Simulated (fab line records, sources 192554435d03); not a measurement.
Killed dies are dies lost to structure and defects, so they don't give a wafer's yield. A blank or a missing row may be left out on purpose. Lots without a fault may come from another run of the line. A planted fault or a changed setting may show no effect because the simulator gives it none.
Split-lot experiment | flow n5_finfet | 7 lots, 21 wafers read, on a route of 1938 steps

THE SPLIT
At N5_BEOL_M11_TRENCH_ETCH_37 (etches SiCOH lowk in C4F6/O2, target depth 148.83 nm, time 48 s), the setting bias_w was moved away from the recipe's 185 W on 5 of the 21 wafers read, by -15.4% to +15.4%. The other wafers ran this setting at the recipe's value.

FROM THE SPLIT TO THE READING: what the file shows between them, 12 steps
- N5_BEOL_M11_ETCH_41: etches SiCN in CH3F/O2, target depth 42.6 nm, time 86 s
- N5_BEOL_M11_STRIP_77: strips in N2/H2, time 10 s
- N5_BEOL_M11_OCD_MEAS_38
- N5_BEOL_M11_CURE_72: cures SiCOH lowk, time 120 s (also split here: time_s)
- N5_BEOL_M11_DEGAS_44: time 60 s
- N5_BEOL_M11_PRE_CLEAN_45: time 30 s
- N5_BEOL_M11_ECD_50: material Cu, target thk 318 nm
- N5_BEOL_M11_ANNEAL_51: time 90 s
- N5_BEOL_M11_CMP_52: polishes, stops on SiCOH lowk, t overpolish 7 s, target thk 140 nm
- N5_BEOL_M11_THK_MEAS_53: measures by xrf
- N5_BEOL_M11_PRE_CLEAN_55: time 15 s
- N5_BEOL_M11_DEP_56: deposits SiCN from 3MS/NH3, target thk 30 nm, time 10.5 s

THE READING
M11_RS, in ohm/sq, at N5_BEOL_M11_RS_MEAS_57 (measures by four-point-probe). Fault-free wafers of this fab line usually give 0.154 ohm/sq, standard deviation 0.003 ohm/sq.

wafer  | tool, chamber at the split | bias_w as run, W | against the recipe | M11_RS, ohm/sq | against lot-mates on the recipe
L074.2 | rie_diel-03, 2             | 185              | recipe             | 0.155          | -
L074.3 | rie_diel-03, 1             | 185              | recipe             | 0.155          | -
L074.5 | rie_diel-03, 0             | 185              | recipe             | 0.156          | -
L076.1 | rie_diel-02, 3             | 185              | recipe             | 0.153          | -
L076.4 | rie_diel-02, 2             | 185              | recipe             | 0.149          | -
L076.6 | rie_diel-02, 3             | 185              | recipe             | 0.154          | -
L077.1 | rie_diel-02, 0             | 209.3            | +13.1%             | 0.151          | -0.008
L077.3 | rie_diel-02, 1             | 209.3            | +13.1%             | 0.151          | -0.008
L077.5 | rie_diel-02, 0             | 185              | recipe             | 0.159          | -
L082.2 | rie_diel-02, 3             | 185              | recipe             | 0.152          | -
L082.3 | rie_diel-02, 1             | 202.8            | +9.6%              | 0.148          | -0.004
L082.6 | rie_diel-02, 3             | 185              | recipe             | 0.152          | -
L086.1 | rie_diel-03, 2             | 185              | recipe             | 0.154          | -
L086.2 | rie_diel-03, 1             | 185              | recipe             | 0.155          | -
L086.5 | rie_diel-03, 1             | 156.5            | -15.4%             | 0.167          | +0.013
L091.1 | rie_diel-03, 0             | 185              | recipe             | 0.151          | -
L091.2 | rie_diel-03, 3             | 185              | recipe             | 0.156          | -
L091.6 | rie_diel-03, 3             | 185              | recipe             | 0.153          | -
L097.1 | rie_diel-02, 1             | 213.4            | +15.4%             | 0.139          | -0.012
L097.4 | rie_diel-02, 2             | 185              | recipe             | 0.153          | -
L097.5 | rie_diel-02, 2             | 185              | recipe             | 0.149          | -

THE FIT
A straight line over all 21 wafers: M11_RS changes by -0.000623 ohm/sq for each +1% of bias_w; r = -0.79; the points scatter about the line by 0.0033 ohm/sq.
The same after taking each lot's own level away (the mean of its wafers on the recipe; 21 wafers): -0.000697 ohm/sq for each +1%; r = -0.95; scatter 0.0016 ohm/sq.
On that fit, the largest move of bias_w shifts the reading by 0.011 ohm/sq.
The lots' own levels span 0.1510 to 0.1590 ohm/sq, that is 2.7 times the standard deviation above.
So the lot-to-lot level blurs the effect unless lot-mates are compared.
Check: with one of the wafers moved furthest among these (-15.4%) left out of the fit, the line predicts +0.01 ohm/sq for it against its lot-mates. It came out at +0.0125 ohm/sq against them.
Tool readings at the split's step, against how far the setting was moved: rf_vpp_V r = +0.95.

OTHER SPLITS ON THESE WAFERS
These wafers also went through other splits before the reading. Each is held against what the fit with the lots' levels taken away leaves over:
other split on the same wafers | wafers away from the commonest value | r with M11_RS (lot level and that fit taken away)
N5_BEOL_M9_DEGAS_44 temp_c     | 4                                    | -0.29
N5_BEOL_M11_COAT_05 spin_rpm   | 6                                    | +0.03
N5_BEOL_M11_DESCUM_16 time_s   | 7                                    | +0.00
N5_BEOL_M11_CURE_72 time_s     | 4                                    | +0.01

THE WHOLE CHAIN: every reading that the file lists as answering this split, in the file's order
step                       | what it does                                                       | reading                                                                       | change (the file's fit)               | r (the file's)
N5_BEOL_M11_TRENCH_ETCH_37 | etches SiCOH lowk in C4F6/O2, target depth 148.83 nm, time 48 s    | rf_vpp_V                                                                      | +5.99 V for each +1% of the setting   | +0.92
N5_BEOL_M11_TRENCH_ETCH_37 | etches SiCOH lowk in C4F6/O2, target depth 148.83 nm, time 48 s    | etch.depth_nm (the simulator's own value, which no gauge read)                | +0.527 nm for each +1% of the setting | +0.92
N5_BEOL_M11_TRENCH_ETCH_37 | etches SiCOH lowk in C4F6/O2, target depth 148.83 nm, time 48 s    | BEOL_M11.feature_depth_nm (the simulator's own value, which no gauge read)    | +0.526 nm for each +1% of the setting | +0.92
N5_BEOL_M11_OCD_MEAS_38    |                                                                    | trench_depth_nm                                                               | +0.541 nm for each +1% of the setting | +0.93
N5_BEOL_M11_CMP_52         | polishes, stops on SiCOH lowk, t overpolish 7 s, target thk 140 nm | Cu_of_BEOL_M11_ECD_50.thk_nm (the simulator's own value, which no gauge read) | +0.572 nm for each +1% of the setting | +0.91
N5_BEOL_M11_THK_MEAS_53    | measures by xrf                                                    | M11_THK                                                                       | +0.558 for each +1% of the setting    | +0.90
N5_BEOL_M11_RS_MEAS_57     | measures by four-point-probe                                       | M11_RS                                                                        | -0.000685 for each +1% of the setting | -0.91

THE FILE'S OWN FIT
M11_RS changes by -0.000685 ohm/sq for each +1% of bias_w, r = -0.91.
